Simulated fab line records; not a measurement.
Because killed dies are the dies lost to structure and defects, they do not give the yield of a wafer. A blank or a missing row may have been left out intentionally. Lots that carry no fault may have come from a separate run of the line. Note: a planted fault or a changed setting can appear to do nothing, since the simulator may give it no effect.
Chamber matching	flow nand_harc	4 sister chambers for NHARC_A_STAIRCASE_CMP_152 on cmp-01
The step polishes. 8 wafers are shown with their chamber, then 7 later ones without.

== WAFERS PAIRED WITH THEIR CHAMBERS ==
wafer	chamber	motor_current_A (A)	slurry_flow_ml_min
L074.3	0	11.1	150.2
L079.4	2	11.1	149.5
L081.2	0	10.4	150.1
L083.4	2	11.2	149.4
L084.3	1	10.0	150.0
L084.4	3	10.3	149.9
L089.2	3	10.7	150.2
L089.3	1	10.1	150.1

== WAFERS WHOSE CHAMBER IS MISSING ==
wafer	motor_current_A (A)	slurry_flow_ml_min
L089.4	10.7	149.6
L090.1	10.9	150.1
L090.2	10.8	149.7
L090.3	10.9	149.8
L093.1	10.8	149.6
L093.2	10.5	151.0
L093.4	10.7	150.2

== CHAMBER TAKEN BY EACH ==
wafer	from the rows above	in truth
L089.4	can't be placed: 2 or 3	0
L090.1	can't be placed: 0 or 3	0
L090.2	can't be placed: 2 or 3 or 0 or 1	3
L090.3	can't be placed: 3 or 0 or 2 or 1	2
L093.1	2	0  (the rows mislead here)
L093.2	can't be placed: 0 or 3 or 1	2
L093.4	can't be placed: 0 or 3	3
Correctly placed: 0 of 7. These rows do not allow placing 6 (true chamber among the candidates in 4). Number placed wrongly: 1.
How it was worked out, from the rows above alone: a wafer's distance from a chamber is the root of the sum, over the readings, of the square of ((its reading less the chamber's mean) divided by the reading's scatter). If the next closest chamber is less than 2 further off than the closest, the wafer can't be placed; otherwise it belongs to the closest. Each chamber's mean is taken over the wafers shown for it. How the scatter is found: for the shown wafers, subtract from each reading the mean of its chamber, square and add these, divide the total by (wafers less chambers), then take the root.
